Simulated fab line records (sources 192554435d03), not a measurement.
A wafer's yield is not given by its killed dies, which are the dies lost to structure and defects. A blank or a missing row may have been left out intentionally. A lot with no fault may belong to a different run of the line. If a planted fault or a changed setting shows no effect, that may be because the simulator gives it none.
fab line records ; flow n5-finfet
record lots=11; wafers=31; last-day=17
route steps=1938 shown BEOL_M6@1215
lots with no fault: from the same line, run without faults
start-h: hours from the record's opening day to when the first of the lot's shown wafers began ; wait-h: hours since the lot's step before ; " unchanged from the row above ; L1.1+2: a row that stands for several wafers ; - no value present, or no start provided ; * or withheld: withheld ; < > ~ a bound
route shown NAME@n: names a module that has steps shown in the file, with the first one's number in the route ; usual: average and standard deviation across the fault-free wafers ; same: alike in all rows ; chamber/n: place in a boat ; sites: each site's reading ; _std_site: standard deviation across them ; _edge_site: outer sites' mean less inner sites' ; radius-mm: for every site, how far away it sits from the centre of the wafer ; mask NAME#n: copy n ; behind: tool/chamber where the wafer was last shaped ; hold: why the lot went on hold/how many hours it stayed there/how the hold came to an end ; device: transistor that didn't switch, given as n, p or np ; end of line: the route-end tests of the same wafers ; for a step that has no rows: nothing shown but its recipe ; killed: at the first sort, the dies lost to defects and structure; wafer yield is something else ; map: dies across one wafer; x = killed, . = not, _ = none there
set.NAME: the setting that was run; set.NAME@STEP: the one run at that earlier step ; model.NAME: the simulator's own value behind a step, which no gauge read
steps of the route over a sample of lots; a table a step, a row a wafer
services: from which hour (start-h, from the record's first day; less than 0 if before it) a tool's chamber was out of use, for how many hours, and why
## steps
# step N5_BEOL_M6_HM_OPEN_17
# recipe chemistry=Cl2/BCl3; target-depth-a=200; overetch-a=60; target=TiN; mask-material=SOC; ion-energy-ev=150; pressure-mtorr=10; icp-w=1000; bias-w=126; Cl2_flow_sccm=53.25; bcl3-flow-sccm=21.75; Ar_flow_sccm=25
# usual drypump-motor-current-A=5.8/0.42; he-backside-leak-sccm=3.22/0.17; oes-product-au=0.71/0.071; throttle-valve-pct=21.73/0.23
lot.wafer;tool;chamber;start-h;wait-h;drypump-motor-current-A;he-backside-leak-sccm;oes-product-au;rf-hours-counter-h;throttle-valve-pct
L938.2;rie-metal-02;0;193.16;0.1;5.9;3.02;0.72;-;21.47
L938.5;rie-metal-02;0;193.16;0.1;5.9;3.18;0.74;-;21.45
L939.2;rie-metal-03;0;208.93;0.1;6.2;3.06;0.51;-;22.20
L939.5;rie-metal-03;0;208.93;0.1;6.2;3.20;0.50;-;22.20
L939.6;rie-metal-03;0;208.93;0.1;6.2;3.17;0.51;-;22.20
L941.1;rie-metal-02;0;209.58;0.0;6.0;3.29;0.73;20;21.45
L941.4;rie-metal-02;1;209.58;0.0;5.0;3.16;0.67;-;21.56
L941.5;rie-metal-02;0;209.58;0.0;5.9;3.02;0.74;-;21.44
L942.1;rie-metal-01;0;213.02;0.0;5.8;3.30;0.72;24;21.50
L942.2;rie-metal-01;1;213.02;0.0;5.3;3.35;0.66;42;21.95
L942.3;rie-metal-01;0;213.02;0.0;5.8;3.19;0.73;-;21.49
L945.1;rie-metal-03;0;240.75;0.0;6.2;3.08;0.85;1;21.69
L945.4;rie-metal-03;1;240.75;0.0;6.2;3.47;0.79;-;21.97
L945.5;rie-metal-03;0;240.75;0.0;6.2;3.03;0.84;-;21.70
L949.3;rie-metal-03;0;259.90;0.1;6.2;3.12;0.82;-;21.70
L949.4;rie-metal-03;1;259.90;0.1;6.2;3.35;0.75;-;22.00
L949.5;rie-metal-03;0;259.90;0.1;6.2;3.08;0.82;-;21.69
L951.1;rie-metal-03;0;272.97;0.0;6.2;3.01;0.83;3;21.66
L951.4;rie-metal-03;0;272.97;0.0;6.2;3.04;0.83;-;21.69
L951.6;rie-metal-03;0;272.97;0.0;6.2;3.16;0.83;-;21.67
L950.3;rie-metal-01;1;273.06;0.1;5.3;3.05;0.65;-;21.98
L950.4;rie-metal-01;0;273.06;0.1;5.8;3.21;0.70;-;21.51
L950.6;rie-metal-01;1;273.06;0.1;5.3;3.13;0.65;-;21.96
L953.2;rie-metal-03;0;281.37;0.0;6.2;3.24;0.81;3;21.71
L953.4;rie-metal-03;0;281.37;0.0;6.2;2.87;0.82;-;21.71
L953.6;rie-metal-03;1;281.37;0.0;6.2;3.22;0.75;-;21.97
L957.2;rie-metal-03;1;308.83;0.0;6.2;3.43;0.75;9;21.98
L957.3;rie-metal-03;0;308.83;0.0;6.2;3.02;0.79;-;21.72
L960.2;rie-metal-02;1;315.08;0.0;5.0;3.39;0.65;47;21.58
L960.3;rie-metal-02;1;315.08;0.0;5.0;3.37;0.64;-;21.60
L960.5;rie-metal-02;1;315.08;0.0;5.0;3.34;0.65;-;21.58
# step N5_BEOL_M6_COAT_63
# recipe resist=SOC; temp-c=250; time-s=60; spin-rpm=1500; resist-thk-nm=60
# usual heater-power-total-W=500.2/1.8; plate-temp-C=249.99/0.18; spin-speed-rpm=1499.9/1
lot.wafer;tool;chamber;start-h;wait-h;heater-power-total-W;plate-temp-C;spin-speed-rpm
L938.2;litho-track-03;0;194.42;1.0;499.1;250.48;1501.1
L938.5;litho-track-03;0;194.42;1.0;500.1;250.10;1497.7
L939.2;litho-track-02;0;210.89;1.7;500.7;249.78;1499.5
L939.5;litho-track-02;0;210.89;1.7;501.2;249.97;1500.8
L939.6;litho-track-02;0;210.89;1.7;500.5;249.74;1499.7
L941.1;litho-track-03;0;210.92;1.2;498.1;250.06;1500.8
L941.4;litho-track-03;0;210.92;1.2;502.4;250.00;1498.9
L941.5;litho-track-03;0;210.92;1.2;498.5;250.00;1500.6
L942.1;litho-track-03;0;213.75;0.5;502.2;249.95;1499.9
L942.2;litho-track-03;0;213.75;0.5;500.9;249.65;1501.2
L942.3;litho-track-03;0;213.75;0.5;503.3;249.92;1500.0
L945.1;litho-track-01;0;242.17;1.2;498.1;250.09;1498.8
L945.4;litho-track-01;0;242.17;1.2;497.9;250.02;1499.8
L945.5;litho-track-01;0;242.17;1.2;497.8;250.05;1500.9
L949.3;litho-track-03;0;261.25;1.2;497.7;249.72;1394.9
L949.4;litho-track-03;0;261.25;1.2;503.1;249.70;1393.7
L949.5;litho-track-03;0;261.25;1.2;498.3;249.86;1394.2
L950.3;litho-track-01;0;276.15;2.9;499.8;250.14;1499.1
L950.4;litho-track-01;0;276.15;2.9;499.0;250.30;1500.0
L950.6;litho-track-01;0;276.15;2.9;502.1;250.25;1500.3
L951.1;litho-track-03;0;276.16;3.0;500.1;249.99;1395.2
L951.4;litho-track-03;0;276.16;3.0;502.9;249.60;1395.0
L951.6;litho-track-03;0;276.16;3.0;500.9;249.95;1395.6
L953.2;litho-track-03;0;284.67;3.1;500.8;249.54;1394.8
L953.4;litho-track-03;0;284.67;3.1;502.0;250.14;1395.0
L953.6;litho-track-03;0;284.67;3.1;501.2;249.77;1395.4
L957.2;litho-track-02;0;309.49;0.2;497.7;249.96;1501.4
L957.3;litho-track-02;0;309.49;0.2;497.7;249.86;1500.6
L960.2;litho-track-01;0;316.21;0.9;497.7;250.04;1499.2
L960.3;litho-track-01;0;316.21;0.9;500.0;250.35;1499.0
L960.5;litho-track-01;0;316.21;0.9;500.4;250.26;1498.4
# step N5_BEOL_M6_CD_MEAS_28
# recipe target-cd-nm=40; landing-energy-ev=500; detector=se-inlens
# usual cd-nm=40.09/0.26
lot.wafer;tool;chamber;start-h;wait-h;cd-nm
L938.2;cd-sem-01;0;194.82;-;40.18
L938.5;cd-sem-01;0;194.82;-;39.83
L939.2;cd-sem-02;0;211.29;-;39.60
L939.5;cd-sem-02;0;211.29;-;39.89
L939.6;cd-sem-02;0;211.29;-;39.91
L941.1;cd-sem-02;0;211.46;-;40.56
L941.4;cd-sem-02;0;211.46;-;39.94
L941.5;cd-sem-02;0;211.46;-;40.53
L942.1;cd-sem-02;0;214.14;-;40.25
L942.2;cd-sem-02;0;214.14;-;39.94
L942.3;cd-sem-02;0;214.14;-;39.98
L945.1;cd-sem-01;0;242.57;-;40.22
L945.4;cd-sem-01;0;242.57;-;40.39
L945.5;cd-sem-01;0;242.57;-;40.02
L949.3;cd-sem-03;0;261.65;-;39.90
L949.4;cd-sem-03;0;261.65;-;40.13
L949.5;cd-sem-03;0;261.65;-;40.32
L950.3;cd-sem-01;0;276.55;-;39.98
L950.4;cd-sem-01;0;276.55;-;40.57
L950.6;cd-sem-01;0;276.55;-;40.42
L951.1;cd-sem-03;0;276.72;-;40.39
L951.4;cd-sem-03;0;276.72;-;40.13
L951.6;cd-sem-03;0;276.72;-;40.51
L953.2;cd-sem-03;0;285.23;-;40.15
L953.4;cd-sem-03;0;285.23;-;39.84
L953.6;cd-sem-03;0;285.23;-;40.38
L957.2;cd-sem-03;0;309.76;-;39.97
L957.3;cd-sem-03;0;309.76;-;39.83
L960.2;cd-sem-02;0;316.49;-;39.86
L960.3;cd-sem-02;0;316.49;-;40.07
L960.5;cd-sem-02;0;316.49;-;40.42
# step N5_BEOL_M6_DESCUM_33
# recipe chemistry=O2; time-s=7; source-power-w=50; bias-power-w=20; pressure-mtorr=20; rf-frequency-hz=2.712e+07; temp-c=40; resist=CAR-EUV; o2-flow-sccm=225
# usual drypump-motor-current-A=5.6/0.42; oes-product-au=0.81/0.089; rf-vpp-V=242.8/1.2; showerhead-plenum-p-Torr=2.06/0.049; throttle-valve-pct=20.29/0.22
lot.wafer;tool;chamber;start-h;wait-h;drypump-motor-current-A;oes-product-au;rf-hours-counter-h;rf-vpp-V;showerhead-plenum-p-Torr;throttle-valve-pct
L938.2;rie-diel-03;3;195.29;0.4;5.4;0.68;237;243.8;2.07;20.86
L938.5;rie-diel-03;3;195.29;0.4;5.4;0.68;-;242.9;2.07;20.85
L939.2;rie-diel-01;1;211.68;0.3;5.7;0.84;72;243.5;2.10;19.85
L939.5;rie-diel-01;1;211.68;0.3;5.8;0.84;-;243.3;2.10;19.83
L939.6;rie-diel-01;2;211.68;0.3;5.9;0.92;-;243.2;2.05;20.13
L941.1;rie-diel-04;0;211.77;0.2;6.1;0.71;243;243.4;2.04;20.27
L941.4;rie-diel-04;2;211.77;0.2;5.5;0.83;69;242.6;2.04;20.15
L941.5;rie-diel-04;1;211.77;0.2;5.4;0.89;-;242.2;2.05;20.38
L942.1;rie-diel-04;1;214.27;0.0;5.4;0.89;40;243.1;2.05;20.37
L942.2;rie-diel-04;2;214.27;0.0;5.5;0.83;70;243.2;2.04;20.16
L942.3;rie-diel-04;0;214.27;0.0;6.1;0.70;244;242.5;2.04;20.28
L945.1;rie-diel-03;0;242.69;0.0;6.4;0.69;207;243.5;2.06;20.49
L945.4;rie-diel-03;0;242.69;0.0;6.3;0.69;-;242.5;2.06;20.49
L945.5;rie-diel-03;2;242.69;0.0;5.6;0.86;-;244.1;2.11;19.84
L949.3;rie-diel-03;2;262.16;0.4;5.6;0.86;60;242.9;2.11;19.86
L949.4;rie-diel-03;1;262.16;0.4;5.1;0.84;42;244.7;2.12;20.31
L949.5;rie-diel-03;1;262.16;0.4;5.1;0.84;-;245.1;2.12;20.32
L950.3;rie-diel-03;1;276.83;0.2;5.1;0.83;46;245.1;2.12;20.30
L950.4;rie-diel-03;0;276.83;0.2;6.3;0.68;222;242.6;2.05;20.52
L950.6;rie-diel-03;1;276.83;0.2;5.1;0.83;-;242.3;2.12;20.32
L951.1;rie-diel-04;3;276.87;0.1;5.0;0.75;191;241.4;1.97;20.36
L951.4;rie-diel-04;1;276.87;0.1;5.4;0.84;-;242.5;2.04;20.41
L951.6;rie-diel-04;2;276.87;0.1;5.5;0.80;-;242.2;2.03;20.21
L953.2;rie-diel-04;2;285.57;0.2;5.5;0.79;101;242.2;2.03;20.20
L953.4;rie-diel-04;3;285.57;0.2;4.9;0.74;194;242.0;1.97;20.36
L953.6;rie-diel-04;1;285.57;0.2;5.4;0.84;-;241.6;2.04;20.39
L957.2;rie-diel-04;2;309.96;0.1;5.5;0.78;110;240.4;2.02;20.23
L957.3;rie-diel-04;3;309.96;0.1;4.9;0.73;203;242.3;1.97;20.36
L960.2;rie-diel-04;0;316.61;0.0;6.0;0.95;12;242.3;2.03;20.08
L960.3;rie-diel-04;3;316.61;0.0;4.9;0.73;205;242.0;1.97;20.37
L960.5;rie-diel-04;3;316.61;0.0;4.9;0.73;-;241.9;1.97;20.36
## services
tool;chamber;start-h;hours;kind
rie-metal-03;1;187.47;-;clean
rie-metal-03;1;187.47;24.5;scheduled-down
rie-metal-03;1;187.47;24.5;vent-cycle
rie-diel-03;1;188.21;2.4;repair
rie-diel-01;1;202.82;3.8;repair
rie-metal-03;0;211.96;-;clean
rie-metal-03;0;211.96;26.1;scheduled-down
rie-metal-03;0;211.96;26.1;vent-cycle
rie-metal-02;-;212.04;0.4;repair
rie-diel-04;3;218.89;32.8;repair
rie-diel-03;3;234.65;-;clean
rie-diel-03;3;234.65;-;consumable-replace:focus-ring
rie-diel-03;3;234.65;20.9;scheduled-down
rie-diel-03;3;234.65;20.9;vent-cycle
rie-diel-01;-;236.60;0.2;repair
rie-diel-04;0;251.90;-;clean
rie-diel-04;0;251.90;-;consumable-replace:focus-ring
rie-diel-04;0;251.90;31.1;scheduled-down
rie-diel-04;0;251.90;31.1;vent-cycle
rie-metal-02;-;286.09;2.8;pm
rie-diel-01;0;293.81;-;clean
rie-diel-01;0;293.81;-;consumable-replace:focus-ring
rie-diel-01;0;293.81;-;consumable-replace:showerhead
rie-metal-03;1;301.29;4.4;repair
## key
first-sign step=N5_BEOL_M6_COAT_63; reading=spin-speed-rpm; direction=down; sigmas=99+; usual=*; struck=*
effect none on later readings
met-at N5_BEOL_M6_COAT_63
struck-lots L949,L951,L953
baseline-loss step=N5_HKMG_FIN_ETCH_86; wafers=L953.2
not-acting-at N5_BEOL_M6_HM_OPEN_17,N5_BEOL_M6_CD_MEAS_28,N5_BEOL_M6_DESCUM_33
onset-between 213.75 261.25
fault kind=process-parameter-drift; tool=litho-track-03; chamber=-; onset-h=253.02; steps=N5_BEOL_M6_COAT_63; channel=spin-rpm; offset=*; shape=step; end-h=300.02; acts-in=*; stated=*
# baseline-loss: these wafers lose ten dies or more at that step, a loss of the line's own and not of a fault; the sort's usual values leave them out
